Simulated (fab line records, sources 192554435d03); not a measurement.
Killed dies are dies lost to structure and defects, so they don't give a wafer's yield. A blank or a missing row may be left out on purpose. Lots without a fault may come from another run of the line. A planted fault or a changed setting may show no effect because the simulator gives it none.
Split-lot experiment | flow n5_finfet | 7 lots, 21 wafers read, on a route of 1938 steps

THE SPLIT
At N5_BEOL_M14_DEP_53 (deposits SiCN from 3MS/NH3, target thk 50 nm, time 17.8 s), the setting time_s was moved away from the recipe's 17.8 s on 5 of the 21 wafers read, by -12.8% to +7.9%. The other wafers ran this setting at the recipe's value.

The reading is taken at the split's own step.

THE READING
SiCN_of_BEOL_M14_DEP_53.thk_nm (the simulator's own value, which no gauge read), in nm, at N5_BEOL_M14_DEP_53 (deposits SiCN from 3MS/NH3, target thk 50 nm, time 17.8 s). The file gives no usual value for it. The 16 wafers here that ran the recipe average 49.8 nm, standard deviation 0.62 nm.

wafer  | tool, chamber at the split | time_s as run, s | against the recipe | SiCN_of_BEOL_M14_DEP_53.thk_nm, nm | against lot-mates on the recipe
L075.3 | pecvd-03, 2                | 19.02            | +6.9%              | 53.2                               | +2.0
L075.4 | pecvd-03, 0                | 19.02            | +6.9%              | 53.6                               | +2.4
L075.6 | pecvd-03, 2                | 17.8             | recipe             | 51.2                               | -
L076.2 | pecvd-03, 0                | 17.8             | recipe             | 49                                 | -
L076.3 | pecvd-03, 2                | 17.8             | recipe             | 49.2                               | -
L076.5 | pecvd-03, 2                | 17.8             | recipe             | 50.6                               | -
L078.3 | pecvd-03, 1                | 17.8             | recipe             | 48.8                               | -
L078.4 | pecvd-03, 2                | 16.7             | -6.2%              | 46.8                               | -2.5
L078.6 | pecvd-03, 1                | 17.8             | recipe             | 49.8                               | -
L081.1 | pecvd-03, 2                | 15.52            | -12.8%             | 43.2                               | -6.9
L081.2 | pecvd-03, 1                | 17.8             | recipe             | 50.4                               | -
L081.5 | pecvd-03, 0                | 17.8             | recipe             | 49.8                               | -
L086.1 | pecvd-04, 1                | 17.8             | recipe             | 49.8                               | -
L086.2 | pecvd-04, 2                | 17.8             | recipe             | 49.2                               | -
L086.4 | pecvd-04, 2                | 17.8             | recipe             | 50.2                               | -
L087.1 | pecvd-01, 2                | 17.8             | recipe             | 49.4                               | -
L087.3 | pecvd-01, 0                | 17.8             | recipe             | 49.6                               | -
L087.4 | pecvd-01, 0                | 17.8             | recipe             | 49.8                               | -
L096.3 | pecvd-03, 0                | 17.8             | recipe             | 50                                 | -
L096.4 | pecvd-03, 2                | 17.8             | recipe             | 50.4                               | -
L096.5 | pecvd-03, 0                | 19.2             | +7.9%              | 53.8                               | +3.6

THE FIT
A straight line over all 21 wafers: SiCN_of_BEOL_M14_DEP_53.thk_nm changes by +0.513 nm for each +1% of time_s; r = +0.97; the points scatter about the line by 0.57 nm.
The same after taking each lot's own level away (the mean of its wafers on the recipe; 21 wafers): +0.454 nm for each +1%; r = +0.96; scatter 0.54 nm.
On that fit, the largest move of time_s shifts the reading by 5.8 nm.
The lots' own levels span 49.30 to 51.20 nm, that is 3.1 times the standard deviation above.
So the lot-to-lot level changes the slope: the two fits differ.
Check: with one of the wafers moved furthest among these (-12.8%) left out of the fit, the line predicts -4.92 nm for it against its lot-mates. It came out at -6.9 nm against them.

OTHER SPLITS ON THESE WAFERS
These wafers also went through other splits before the reading. Each is held against what the fit with the lots' levels taken away leaves over:
other split on the same wafers    | wafers away from the commonest value | r with SiCN_of_BEOL_M14_DEP_53.thk_nm (lot level and that fit taken away)
N5_BEOL_M13_ETCH_59 time_s        | 5                                    | -0.04
N5_BEOL_M14_TRENCH_ETCH_34 time_s | 5                                    | -0.11

THE FILE'S OWN FIT
SiCN_of_BEOL_M14_DEP_53.thk_nm changes by +0.473 nm for each +1% of time_s, r = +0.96.
